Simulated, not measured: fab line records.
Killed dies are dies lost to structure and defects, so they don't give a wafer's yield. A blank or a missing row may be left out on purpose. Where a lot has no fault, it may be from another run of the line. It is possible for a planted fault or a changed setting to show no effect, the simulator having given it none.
Chamber matching | flow n5_finfet | 3 sister chambers for N5_BEOL_M10_CURE_72 on uv_cure-01
The step cures SiCOH lowk, time 120 s. 3 wafers are shown with their chamber, then 8 later ones without.

## WAFERS WITH THEIR CHAMBER
wafer  | chamber | wafer_temp_C_max
L074.5 | 0       | 371.7
L084.5 | 2       | 371.1
L088.1 | 1       | 371.5

## WAFERS WHOSE CHAMBER IS MISSING
wafer  | wafer_temp_C_max
L088.2 | 371.3
L088.4 | 371.4
L087.1 | 371.8
L087.4 | 372.9
L087.6 | 371.7
L090.2 | 371.7
L090.3 | 371.4
L090.6 | 371.7

## WHICH CHAMBER EACH ONE RAN IN
wafer  | from the rows above          | in truth
L088.2 | can't be placed: 1 or 2 or 0 | 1
L088.4 | can't be placed: 1 or 2 or 0 | 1
L087.1 | can't be placed: 0 or 1 or 2 | 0
L087.4 | can't be placed: 0 or 1 or 2 | 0
L087.6 | can't be placed: 0 or 1 or 2 | 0
L090.2 | can't be placed: 0 or 1 or 2 | 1
L090.3 | can't be placed: 1 or 2 or 0 | 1
L090.6 | can't be placed: 0 or 1 or 2 | 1
0 of 8 placed correctly. Not placeable from these rows: 8 (in 8, the candidates include the true chamber). 0 placed wrongly.
How it was worked out, from the rows above alone: a wafer's distance from a chamber is the root of the sum, over the readings, of the square of ((its reading less the chamber's mean) divided by the reading's scatter). If the next closest chamber is less than 2 further off than the closest, the wafer can't be placed; otherwise it belongs to the closest. A chamber's mean is the mean of its shown wafers. The scatter (one wafer shown for each chamber): square how far every hidden wafer sits from the nearest shown wafer, average those squares and take the square root.
